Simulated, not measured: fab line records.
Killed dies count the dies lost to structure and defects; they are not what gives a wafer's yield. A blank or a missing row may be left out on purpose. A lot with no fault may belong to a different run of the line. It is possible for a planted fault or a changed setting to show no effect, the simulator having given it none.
Chamber matching :: flow nand_harc :: NHARC_P_BONDPAD_STRIP_15 on rie_diel-11: 4 sister chambers
The step strips in O2. 18 wafers are shown with their chamber, then 9 later ones without.

WAFERS WITH THEIR CHAMBER
wafer: L074.1
chamber: 0
drypump_motor_current_A (A): 6.1
showerhead_plenum_p_Torr (Torr): 3.59
oes_product_au (a.u.): 0.994

wafer: L074.2
chamber: 3
drypump_motor_current_A (A): 5.5
showerhead_plenum_p_Torr (Torr): 3.61
oes_product_au (a.u.): 0.987

wafer: L074.6
chamber: 2
drypump_motor_current_A (A): 5.4
showerhead_plenum_p_Torr (Torr): 3.71
oes_product_au (a.u.): 1.002

wafer: L080.3
chamber: 3
drypump_motor_current_A (A): 5.5
showerhead_plenum_p_Torr (Torr): 3.60
oes_product_au (a.u.): 0.992

wafer: L080.5
chamber: 1
drypump_motor_current_A (A): 5.9
showerhead_plenum_p_Torr (Torr): 3.59
oes_product_au (a.u.): 0.999

wafer: L080.6
chamber: 0
drypump_motor_current_A (A): 6.1
showerhead_plenum_p_Torr (Torr): 3.58
oes_product_au (a.u.): 0.990

wafer: L084.2
chamber: 1
drypump_motor_current_A (A): 5.8
showerhead_plenum_p_Torr (Torr): 3.58
oes_product_au (a.u.): 1.011

wafer: L084.4
chamber: 3
drypump_motor_current_A (A): 5.5
showerhead_plenum_p_Torr (Torr): 3.60
oes_product_au (a.u.): 1.006

wafer: L084.6
chamber: 1
drypump_motor_current_A (A): 5.8
showerhead_plenum_p_Torr (Torr): 3.58
oes_product_au (a.u.): 0.998

wafer: L085.1
chamber: 2
drypump_motor_current_A (A): 5.4
showerhead_plenum_p_Torr (Torr): 3.69
oes_product_au (a.u.): 1.009

wafer: L085.2
chamber: 1
drypump_motor_current_A (A): 5.9
showerhead_plenum_p_Torr (Torr): 3.58
oes_product_au (a.u.): 1.003

wafer: L085.4
chamber: 3
drypump_motor_current_A (A): 5.5
showerhead_plenum_p_Torr (Torr): 3.60
oes_product_au (a.u.): 0.995

wafer: L086.1
chamber: 1
drypump_motor_current_A (A): 5.9
showerhead_plenum_p_Torr (Torr): 3.58
oes_product_au (a.u.): 0.996

wafer: L086.4
chamber: 3
drypump_motor_current_A (A): 5.5
showerhead_plenum_p_Torr (Torr): 3.59
oes_product_au (a.u.): 0.996

wafer: L086.5
chamber: 2
drypump_motor_current_A (A): 5.4
showerhead_plenum_p_Torr (Torr): 3.69
oes_product_au (a.u.): 1.002

wafer: L087.1
chamber: 1
drypump_motor_current_A (A): 5.8
showerhead_plenum_p_Torr (Torr): 3.58
oes_product_au (a.u.): 0.991

wafer: L087.2
chamber: 2
drypump_motor_current_A (A): 5.4
showerhead_plenum_p_Torr (Torr): 3.69
oes_product_au (a.u.): 1.002

wafer: L087.4
chamber: 2
drypump_motor_current_A (A): 5.3
showerhead_plenum_p_Torr (Torr): 3.69
oes_product_au (a.u.): 1.006

SIGNATURES (averages over the wafers above)
reading: drypump_motor_current_A
chamber 0: 6.100
chamber 1: 5.850
chamber 2: 5.380
chamber 3: 5.500
scatter within a chamber: 0.0405

reading: showerhead_plenum_p_Torr
chamber 0: 3.5850
chamber 1: 3.5817
chamber 2: 3.6940
chamber 3: 3.6000
scatter within a chamber: 0.00683

reading: oes_product_au
chamber 0: 0.99200
chamber 1: 0.99967
chamber 2: 1.00420
chamber 3: 0.99520
scatter within a chamber: 0.00582
Rule: for each reading, subtract the chamber's mean from the wafer's reading, divide by that reading's scatter and square the result; add these up over the readings and take the root, which gives the wafer's distance from the chamber. If the next closest chamber is less than 2 further off than the closest, the wafer can't be placed; otherwise it belongs to the closest. The scatter is the square root of a quotient: the sum, over the shown wafers, of each reading's squared deviation from its chamber's mean, divided by wafers minus chambers.

WAFERS WHOSE CHAMBER IS MISSING
wafer: L093.3
drypump_motor_current_A (A): 5.4
showerhead_plenum_p_Torr (Torr): 3.68
oes_product_au (a.u.): 1.004

wafer: L093.5
drypump_motor_current_A (A): 6.1
showerhead_plenum_p_Torr (Torr): 3.57
oes_product_au (a.u.): 0.995

wafer: L093.6
drypump_motor_current_A (A): 5.9
showerhead_plenum_p_Torr (Torr): 3.57
oes_product_au (a.u.): 0.996

wafer: L094.1
drypump_motor_current_A (A): 5.5
showerhead_plenum_p_Torr (Torr): 3.59
oes_product_au (a.u.): 1.003

wafer: L094.2
drypump_motor_current_A (A): 5.4
showerhead_plenum_p_Torr (Torr): 3.68
oes_product_au (a.u.): 1.008

wafer: L094.6
drypump_motor_current_A (A): 5.4
showerhead_plenum_p_Torr (Torr): 3.68
oes_product_au (a.u.): 1.006

wafer: L096.1
drypump_motor_current_A (A): 6.1
showerhead_plenum_p_Torr (Torr): 3.57
oes_product_au (a.u.): 1.007

wafer: L096.2
drypump_motor_current_A (A): 5.5
showerhead_plenum_p_Torr (Torr): 3.58
oes_product_au (a.u.): 0.993

wafer: L096.4
drypump_motor_current_A (A): 5.9
showerhead_plenum_p_Torr (Torr): 3.57
oes_product_au (a.u.): 0.989

THE CHAMBER EACH PASSED THROUGH
wafer: L093.3
from the rows above: 2
in truth: 2

wafer: L093.5
from the rows above: 0
in truth: 0

wafer: L093.6
from the rows above: 1
in truth: 1

wafer: L094.1
from the rows above: 3
in truth: 3

wafer: L094.2
from the rows above: 2
in truth: 2

wafer: L094.6
from the rows above: 2
in truth: 2

wafer: L096.1
from the rows above: 0
in truth: 0

wafer: L096.2
from the rows above: 3
in truth: 3

wafer: L096.4
from the rows above: 1
in truth: 1
Correctly placed: 9 of 9. Left unplaced by these rows: 0. Placed wrongly: 0.
